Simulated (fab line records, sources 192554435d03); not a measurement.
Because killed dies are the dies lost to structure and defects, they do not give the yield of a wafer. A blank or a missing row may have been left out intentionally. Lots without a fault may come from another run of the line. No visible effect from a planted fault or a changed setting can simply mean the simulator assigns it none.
A lot that was struck, set against a sound lot + flow n5_finfet + 16 steps out of a route of 1938
Sound: these wafers, L860.2, L860.3, L860.5. Struck: wafer L870.3 (left out: L870.1, L870.4 of the same lot, which were not struck); the cause appears at the end.
Per side, at each step with rows, come the tool, then ch with its chambers, and then its first start. Under that, the readings that differ: sound wafers + struck wafers + difference of the means + sigmas: that difference in standard deviations of wafers without a fault.
alike: a reading whose means differ by less than 2 such deviations, as well as words and numbers matching on both sides. not compared: withheld readings; readings where some wafer has no value; bounds like >300 that might hide an equal value; numbers whose values overlap and for which the record gives no deviation.
A row with sigmas, a row that says differs or no value, or rows on one side alone: a step with any of these is where the two part. Non-overlapping numbers with no deviation appear without sigmas and do not part them. A reading that every wafer of one side lacks parts them only if that side has two wafers or more.

first, 7 steps without rows for these wafers: N5_HKMG_FIN_COAT_30 (time 60 s, resist thk 35 nm); N5_HKMG_FIN_COAT_06 (resist thk 90 nm); N5_HKMG_FIN_EBR_08; N5_HKMG_FIN_SOFTBAKE_07 (time 60 s); N5_HKMG_FIN_EXPOSE_09 (exposes mask NWFM); N5_HKMG_FIN_PEB_10 (peb time 60 s); N5_HKMG_FIN_DEVELOP_11 (develop time 30 s).
N5_HKMG_FIN_CD_MEAS_12: target cd 92.8 nm.
  sound on cd_sem-02 ch 0, day 5 02:56; struck on cd_sem-01 ch 0, day 7 11:25
  alike: cd_nm
N5_HKMG_FIN_OVL_MEAS_13:
  sound on overlay-01 ch 0, day 5 02:58; struck on overlay-02 ch 0, day 7 11:26
  alike: NWFM_OVL
N5_HKMG_FIN_INSPECT_14: inspects for defects (macro).
  sound on defect_inspect-02 at day 5 02:59; struck on defect_inspect-02 at day 7 11:28
  alike: raw_defect_count
N5_HKMG_FIN_DESCUM_17: chemistry O2, time 7.9 s.
  sound on rie_diel-03 ch 2,3, day 5 03:01; struck on rie_diel-03 ch 1, day 7 11:59
  alike: drypump_motor_current_A, oes_product_au, rf_vpp_V, showerhead_plenum_p_Torr, throttle_valve_pct
  not compared: rf_hours_counter_h
N5_HKMG_FIN_ETCH_31: etches SiARC in CF4, target depth 45.5 nm, time 75.8 s.
  sound on rie_diel-03 ch 2,3, day 5 03:03; struck on rie_diel-03 ch 1, day 7 12:02
| reading    | sound             | struck | difference | sigmas |
|------------|-------------------|--------|------------|--------|
| bias_w (W) | 35.82 36.13 36.04 | 35.74  | -0.26      | -2     |
  alike: drypump_motor_current_A, etch_rf_on_time_s, oes_product_au, rf_vpp_V, showerhead_plenum_p_Torr, throttle_valve_pct
  not compared: rf_hours_counter_h
N5_HKMG_FIN_ETCH_32: etches SOC in N2/H2, target depth 240 nm, time 300 s.
  sound on rie_diel-03 ch 2,3, day 5 03:07; struck on rie_diel-03 ch 1, day 7 12:05
| reading      | sound             | struck | difference | sigmas |
|--------------|-------------------|--------|------------|--------|
| bias_w (W)   | 149.8 150.4 149.5 | 155.6  | +5.7       | +14    |
| rf_vpp_V (V) | 526.4 527.8 527.0 | 537.6  | +10.5      | +5     |
  alike: drypump_motor_current_A, oes_product_au, showerhead_plenum_p_Torr, throttle_valve_pct
  not compared: rf_hours_counter_h, model.SiARC_of_HKMG_FIN_COAT_30.thk_nm
then, 1 step without rows for these wafers: N5_HKMG_FIN_STRIP_33 (strips in N2/H2).
-- the record jumps here: 5 days lie between the struck wafers' starts before and after (it left off in module HKMG_FIN and takes up again in module BEOL_M4, whose first step shown is number 1111 of the route) --
N5_BEOL_M4_RC_MEAS_101:
  sound on prober-01 ch 0, day 9 07:38; struck on prober-01 ch 0, day 12 15:13
| reading        | sound          | struck | difference | sigmas |
|----------------|----------------|--------|------------|--------|
| DIBL_N (mV/V)  | 35.1 39.1 36.3 | 32.2   | -4.6       | -2     |
| IOFF_N (nA/um) | 0.15 0.25 0.17 | 0.10   | -0.09      | -2     |
| IOFF_P (nA/um) | 0.21 0.24 0.24 | 0.15   | -0.08      | -2     |
| SS_N (mV/dec)  | 71.1 73.8 71.1 | 70.5   | -1.5       | -2     |
| VT_N (mV)      | 250 248 253    | 258    | +8         | +2     |
| VT_P (mV)      | -251 -248 -247 | -257   | -8         | -2     |
  alike: DIBL_P, ION_N, ION_P, SS_P
-- the record jumps here: 4 days lie between the struck wafers' starts before and after (it left off in module BEOL_M4 and takes up again in module PASSIVATION, whose first step shown is number 1936 of the route) --
N5_PASSIVATION_PROBE_49:
  rows exist in the record for the struck wafers here (prober-02, day 16 23:03), but not for the sound ones

WHERE THEY PART
Last at N5_PASSIVATION_PROBE_49 as far as this record goes, first at N5_HKMG_FIN_ETCH_31.

WHY: what the simulator had put in
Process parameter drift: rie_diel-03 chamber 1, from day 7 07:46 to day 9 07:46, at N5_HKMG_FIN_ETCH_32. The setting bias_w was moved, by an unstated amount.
